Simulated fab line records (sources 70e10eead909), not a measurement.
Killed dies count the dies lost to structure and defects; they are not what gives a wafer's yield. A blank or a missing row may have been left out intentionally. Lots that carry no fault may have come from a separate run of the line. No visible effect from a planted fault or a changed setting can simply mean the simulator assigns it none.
The tool behind it: which one? ; flow nandHarc ; 24 lots with 72 wafers sampled at 4 steps, on a route of 1302 steps

## WHAT THE GAUGES SHOWED, per wafer
NHARC_P_M1_CD_MEAS_16.
lot;measured;on;cdNm (nm)
L075;day 6 22:26;cdSem-02;128.8 128.2 129.5
L076;day 7 10:34;cdSem-02;127.8 130.0 129.2
L077;day 7 15:52;cdSem-01;129.4 131.5 131.3
L074;day 7 18:02;cdSem-01;130.4 131.2 129.7
L078;day 7 22:40;cdSem-03;130.4 129.1 132.0
L079;day 8 06:33;cdSem-01;129.7 129.9 129.3
L080;day 8 19:05;cdSem-02;131.0 131.2 131.6
L081;day 9 04:40;cdSem-01;129.3 128.6 129.0
L082;day 9 18:35;cdSem-03;129.3 130.1 129.6
L083;day 9 23:05;cdSem-02;130.8 130.4 129.5
L085;day 10 19:49;cdSem-01;130.0 130.8 129.6
L084;day 10 22:35;cdSem-02;128.8 127.6 128.8
L086;day 11 06:17;cdSem-02;129.6 129.7 129.9
L087;day 12 12:35;cdSem-01;130.1 130.9 129.7
L088;day 12 13:28;cdSem-01;130.8 129.6 129.4
L089;day 13 02:26;cdSem-01;130.5 130.3 130.4
L090;day 13 03:35;cdSem-01;129.7 130.8 128.9
L091;day 13 10:09;cdSem-02;128.6 128.5 128.4
L093;day 13 22:13;cdSem-01;129.7 129.6 129.5
L092;day 14 00:20;cdSem-01;130.0 130.2 130.5
L094;day 14 11:14;cdSem-01;129.7 128.9 128.0
L095;day 15 03:30;cdSem-03;129.6 129.5 129.4
L096;day 15 08:07;cdSem-02;131.2 131.3 131.1
L097;day 15 19:01;cdSem-01;129.6 129.5 129.4

## WHAT TOOL EACH LOT RAN ON (gives the tool, then ch and the chambers of the sampled wafers, and finally the start)
lot;NHARC_P_CONTACT_DEP_00;NHARC_P_CONTACT_DESCUM_17;NHARC_P_CONTACT_PVD_32
L075;pecvd-03 ch 0,2, day 6 13:11 or earlier;rieDiel-08 ch 1,2, day 6 13:11;pvdSputter-03, day 6 22:26 or earlier
L076;pecvd-01 ch 1,2, day 7 02:02 or earlier;rieDiel-08 ch 0,1,2, day 7 02:02;pvdSputter-01, day 7 10:34 or earlier
L077;pecvd-03 ch 0,2, day 7 07:17 or earlier;rieDiel-08 ch 0,3, day 7 07:17;pvdSputter-03, day 7 15:52 or earlier
L074;pecvd-02 ch 0,1,2, day 7 09:11 or earlier;rieDiel-13 ch 0,1,3, day 7 09:11;pvdSputter-03, day 7 18:02 or earlier
L078;pecvd-01 ch 0,2, day 7 14:02 or earlier;rieDiel-13 ch 2,3, day 7 14:02;pvdSputter-03, day 7 22:40 or earlier
L079;pecvd-02 ch 1,2, day 7 22:08 or earlier;rieDiel-08 ch 1,2, day 7 22:08;pvdSputter-02, day 8 06:33 or earlier
L080;pecvd-02 ch 0,1,2, day 8 10:17 or earlier;rieDiel-10 ch 0,3, day 8 10:17;pvdSputter-02, day 8 19:05 or earlier
L081;pecvd-02 ch 0,1,2, day 8 19:38 or earlier;rieDiel-13 ch 1,2, day 8 19:38;pvdSputter-02, day 9 04:40 or earlier
L082;pecvd-01 ch 0,1, day 9 10:01 or earlier;rieDiel-08 ch 1,2,3, day 9 10:01;pvdSputter-03, day 9 18:35 or earlier
L083;pecvd-03 ch 0,1,2, day 9 14:27 or earlier;rieDiel-08 ch 0,1, day 9 14:27;pvdSputter-02, day 9 23:05 or earlier
L085;pecvd-03 ch 0,1,2, day 10 10:52 or earlier;rieDiel-08 ch 1,2, day 10 10:52;pvdSputter-03, day 10 19:49 or earlier
L084;pecvd-01 ch 0,1, day 10 13:53 or earlier;rieDiel-08 ch 0,1, day 10 13:53;pvdSputter-03, day 10 22:35 or earlier
L086;pecvd-01 ch 0,1,2, day 10 21:32 or earlier;rieDiel-10 ch 1,3, day 10 21:32;pvdSputter-02, day 11 06:17 or earlier
L087;pecvd-02 ch 1,2, day 12 03:51 or earlier;rieDiel-13 ch 1,2,3, day 12 03:51;pvdSputter-02, day 12 12:35 or earlier
L088;pecvd-02 ch 0,1,2, day 12 04:33 or earlier;rieDiel-08 ch 0,1,3, day 12 04:33;pvdSputter-03, day 12 13:28 or earlier
L089;pecvd-02 ch 0,2, day 12 17:40 or earlier;rieDiel-08 ch 0,1,3, day 12 17:40;pvdSputter-03, day 13 02:26 or earlier
L090;pecvd-03 ch 0,1, day 12 19:02 or earlier;rieDiel-13 ch 0,1,2, day 12 19:02;pvdSputter-01, day 13 03:35 or earlier
L091;pecvd-03 ch 0,1,2, day 13 01:35 or earlier;rieDiel-10 ch 2,3, day 13 01:35;pvdSputter-03, day 13 10:09 or earlier
L093;pecvd-02 ch 0,1,2, day 13 13:24 or earlier;rieDiel-13 ch 1,2, day 13 13:24;pvdSputter-01, day 13 22:13 or earlier
L092;pecvd-01 ch 0,1,2, day 13 15:47 or earlier;rieDiel-13 ch 2,3, day 13 15:47;pvdSputter-03, day 14 00:20 or earlier
L094;pecvd-02 ch 0,2, day 14 02:35 or earlier;rieDiel-08 ch 0,2, day 14 02:35;pvdSputter-03, day 14 11:14 or earlier
L095;pecvd-03 ch 0,1,2, day 14 18:52 or earlier;rieDiel-08 ch 0,1,2, day 14 18:52;pvdSputter-01, day 15 03:30 or earlier
L096;pecvd-02 ch 1,2, day 14 23:06 or earlier;rieDiel-13 ch 1,2,3, day 14 23:06;pvdSputter-03, day 15 08:07 or earlier
L097;pecvd-03 ch 0,1,2, day 15 10:37 or earlier;rieDiel-10 ch 1,2, day 15 10:37;pvdSputter-02, day 15 19:01 or earlier
- NHARC_P_CONTACT_DEP_00: deposits SiO2, target thk 500 nm.
- NHARC_P_CONTACT_DESCUM_17: chemistry O2, time 3 s.
- NHARC_P_CONTACT_PVD_32: deposits Ti, target thk 5 nm, time 17.7 s.

## AS READ BY THE TOOLS THEMSELVES (means over the sampled wafers that have a number; for cases with no such wafer, the mark the record gives instead)
NHARC_P_CONTACT_DEP_00.
lot;tool;heaterPowerW (W);mfcPrecursorSccm (sccm);throttleValvePct (%)
L075;pecvd-03;507;161.3;16.0
L076;pecvd-01;581;161.3;15.7
L077;pecvd-03;603;161.3;15.8
L074;pecvd-02;508;161.4;15.2
L078;pecvd-01;595;161.4;15.8
L079;pecvd-02;505;161.7;14.8
L080;pecvd-02;498;161.8;15.2
L081;pecvd-02;476;161.2;15.2
L082;pecvd-01;603;161.1;15.7
L083;pecvd-03;540;161.0;15.5
L085;pecvd-03;531;161.6;15.5
L084;pecvd-01;626;161.8;15.7
L086;pecvd-01;565;161.7;15.9
L087;pecvd-02;558;161.8;15.5
L088;pecvd-02;561;161.7;15.5
L089;pecvd-02;486;160.7;15.7
L090;pecvd-03;471;162.1;16.0
L091;pecvd-03;545;161.6;15.9
L093;pecvd-02;506;161.5;15.6
L092;pecvd-01;659;161.0;16.1
L094;pecvd-02;562;161.2;15.9
L095;pecvd-03;486;161.6;15.9
L096;pecvd-02;607;160.8;15.4
L097;pecvd-03;512;161.5;15.8

NHARC_P_CONTACT_DESCUM_17.
lot;tool;chamberPressureMTorr (mTorr);drypumpMotorCurrentA (A);oesProductAu (a.u.);rfVppV (V);showerheadPlenumPTorr (Torr);throttleValvePct (%)
L075;rieDiel-08;59.99;5.7;1.006;58.1;2.01;11.306
L076;rieDiel-08;60.05;6.0;1.001;58.7;1.98;11.313
L077;rieDiel-08;60.08;6.2;1.012;57.5;1.94;11.312
L074;rieDiel-13;59.98;6.0;0.996;57.3;1.96;11.315
L078;rieDiel-13;59.99;5.7;1.001;58.0;1.97;11.306
L079;rieDiel-08;60.01;5.7;1.009;58.5;2.01;11.307
L080;rieDiel-10;59.97;5.4;0.996;57.5;1.89;11.306
L081;rieDiel-13;60.00;5.5;0.997;58.9;1.98;11.307
L082;rieDiel-08;60.00;5.6;0.991;58.2;1.97;11.308
L083;rieDiel-08;59.98;6.4;0.996;58.5;1.98;11.311
L085;rieDiel-08;59.96;5.6;0.997;57.6;1.98;11.307
L084;rieDiel-08;60.03;6.4;1.001;58.3;1.98;11.316
L086;rieDiel-10;59.99;5.6;0.990;57.9;1.91;11.305
L087;rieDiel-13;60.05;5.7;1.004;57.3;1.98;11.312
L088;rieDiel-08;60.00;6.0;1.008;57.7;1.97;11.298
L089;rieDiel-08;60.01;6.0;1.004;58.1;1.97;11.317
L090;rieDiel-13;59.98;5.8;0.993;58.9;1.96;11.301
L091;rieDiel-10;60.00;5.6;0.993;57.9;1.92;11.311
L093;rieDiel-13;60.01;5.5;1.000;57.9;1.98;11.309
L092;rieDiel-13;59.94;5.9;0.997;57.4;1.97;11.307
L094;rieDiel-08;60.01;6.2;0.998;58.3;1.94;11.302
L095;rieDiel-08;60.02;6.0;0.997;57.7;1.97;11.321
L096;rieDiel-13;60.06;5.7;0.995;58.2;1.97;11.316
L097;rieDiel-10;60.05;6.6;1.013;57.5;2.02;11.313

NHARC_P_CONTACT_PVD_32.
lot;tool;throttleValvePct (%)
L075;pvdSputter-03;29.7
L076;pvdSputter-01;30.5
L077;pvdSputter-03;29.8
L074;pvdSputter-03;29.8
L078;pvdSputter-03;30.4
L079;pvdSputter-02;30.1
L080;pvdSputter-02;30.5
L081;pvdSputter-02;29.3
L082;pvdSputter-03;30.4
L083;pvdSputter-02;29.4
L085;pvdSputter-03;30.0
L084;pvdSputter-03;29.0
L086;pvdSputter-02;28.9
L087;pvdSputter-02;29.8
L088;pvdSputter-03;29.9
L089;pvdSputter-03;30.4
L090;pvdSputter-01;30.2
L091;pvdSputter-03;29.7
L093;pvdSputter-01;30.1
L092;pvdSputter-03;29.5
L094;pvdSputter-03;29.5
L095;pvdSputter-01;30.2
L096;pvdSputter-03;30.3
L097;pvdSputter-02;29.5

## THE ANSWER, worked out from the rows above alone
Rule: usual is defined by the lots themselves. Put in order of their means at a reading, lots are off if they are a third of the lots or fewer, leave a main group of 4 or more, and stand apart from it by a gap of 3 or more times the standard deviation of the main group's means; of several such gaps the widest counts. A main group is skipped when, at the precision printed for the reading in the tables above, its means are all equal. Also off: a lot with no number at a reading for which 4 or more lots have one. All remaining lots with rows at the step are treated as sound. After the gauges, taken in route order, come the tools' own readings; for these a lot's mean is taken, as printed above. At the first step where some lot is off, the reading lying furthest off is the one used; lots without a number count as furthest.
None of the lots is off at any reading shown; this tells nothing.

## WHAT THE SIMULATOR HAD PUT IN
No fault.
